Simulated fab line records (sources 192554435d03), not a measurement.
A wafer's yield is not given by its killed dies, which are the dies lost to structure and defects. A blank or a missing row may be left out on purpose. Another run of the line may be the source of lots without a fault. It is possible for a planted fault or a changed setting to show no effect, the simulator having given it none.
2 desks looking at one fault    flow n5-finfet    only its own numbers are on each desk; what lay behind them is given at the end

== THE TOOL OWNER'S DESK: rie-si-01 ==
The tool's own readings at N5_PMOS_HMC_CHANNEL_EPI_FIN_RECESS_16 (chemistry HBr/Cl2, target Si, target depth 54 nm, time 18 s): means of the sampled wafers that have a number, for each lot that ran on this tool. Marked OUT: a lot whose mean sits more than 4 standard deviations from the usual mean, which makes it out of limits; the brackets give that distance.
Columns: A = chamber-pressure-mTorr at N5_PMOS_HMC_CHANNEL_EPI_FIN_RECESS_16, usual 10.000 mTorr; B = drypump-motor-current-A at N5_PMOS_HMC_CHANNEL_EPI_FIN_RECESS_16, usual 5.8 A; C = oes-product-au at N5_PMOS_HMC_CHANNEL_EPI_FIN_RECESS_16, usual 0.991 a.u.; D = throttle-valve-pct at N5_PMOS_HMC_CHANNEL_EPI_FIN_RECESS_16, usual 35.5 %
lot   first seen here  A       B    C                D
L551  day 3 06:01      10.010  6.0  0.980            35.3
L553  day 3 18:36      9.996   5.8  1.206 (+11) OUT  35.0
L555  day 4 06:03      10.000  6.0  1.227 (+12) OUT  34.9
This desk's verdict: out of limits on L553, L555, starting with L553 at day 3 18:36 (oes-product-au at N5_PMOS_HMC_CHANNEL_EPI_FIN_RECESS_16). L551: within limits.

== METROLOGY DESK ==
What the gauges read, lot by lot, whatever tool the lot ran on: means of the sampled wafers that have a number. Marked OUT: a lot whose mean sits more than 4 standard deviations from the usual mean, which makes it out of limits; the brackets give that distance. Of its 25 readings 7 are shown: the one that was out of limits first, and those that lie furthest out on some lot.
Columns: A = HMC_CMP_THK at N5_PMOS_HMC_CHANNEL_EPI_THK_MEAS_22, usual 53.7 nm; B = IOFF_P_LONG at N5_BEOL_M4_RC_MEAS_101, usual 0.000106 nA/um; C = ION_N at N5_BEOL_M4_RC_MEAS_101, usual 672 uA/um; D = ION_P at N5_BEOL_M4_RC_MEAS_101, usual 459 uA/um; E = RS_NWELL at N5_BEOL_M4_RC_MEAS_101, usual 1037 ohm/sq; F = SS_P at N5_BEOL_M4_RC_MEAS_101, usual 73.4 mV/dec; G = VT_P at N5_BEOL_M4_RC_MEAS_101, usual -250.5 mV
lot   first seen here  A                B         C    D    E                F     G
L546  day 1 23:38      53.9             0.000109  674  461  1038             74.7  -247.8
L551  day 3 05:28      53.7             0.000114  678  462  1037             73.4  -250.0
L553  day 3 18:04      56.5             0.000095  665  450  1082 (+6.8) OUT  73.2  -252.7
L555  day 4 05:30      57.6 (+4.1) OUT  0.000102  651  439  1076 (+5.8) OUT  72.7  -255.7
L558  day 4 23:44      53.7             0.000103  661  452  1032             73.3  -249.4
L559  day 5 05:57      54.4             0.000097  660  453  1037             72.9  -250.3
L565  day 6 19:13      54.2             0.000093  673  457  1039             73.5  -252.9
L566  day 6 23:32      52.7             0.000109  683  466  1032             73.7  -248.0
This desk's finding: out of limits on L553, L555; first on L555, day 4 08:16 (HMC_CMP_THK at N5_PMOS_HMC_CHANNEL_EPI_THK_MEAS_22). L546, L551, L558, L559, L565, L566: within limits.

== ALL TOGETHER ==
At day 3 18:36, on L553, L555, the tool owner's desk was in a position to raise an alarm.
L553, L555 would have let the metrology desk raise an alarm at day 4 08:16.
The lots listed all ran N5_PMOS_HMC_CHANNEL_EPI_FIN_RECESS_16 on rie-si-01.

== WHAT WAS PUT IN BY THE SIMULATOR ==
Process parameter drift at N5_PMOS_HMC_CHANNEL_EPI_FIN_RECESS_16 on rie-si-01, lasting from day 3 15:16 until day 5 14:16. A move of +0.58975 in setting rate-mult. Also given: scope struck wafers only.
Lots struck among those shown: L553, L555.
Hours from the fault's start to each desk's first reading out of limits: the tool owner's desk, 3; the metrology desk, 17.
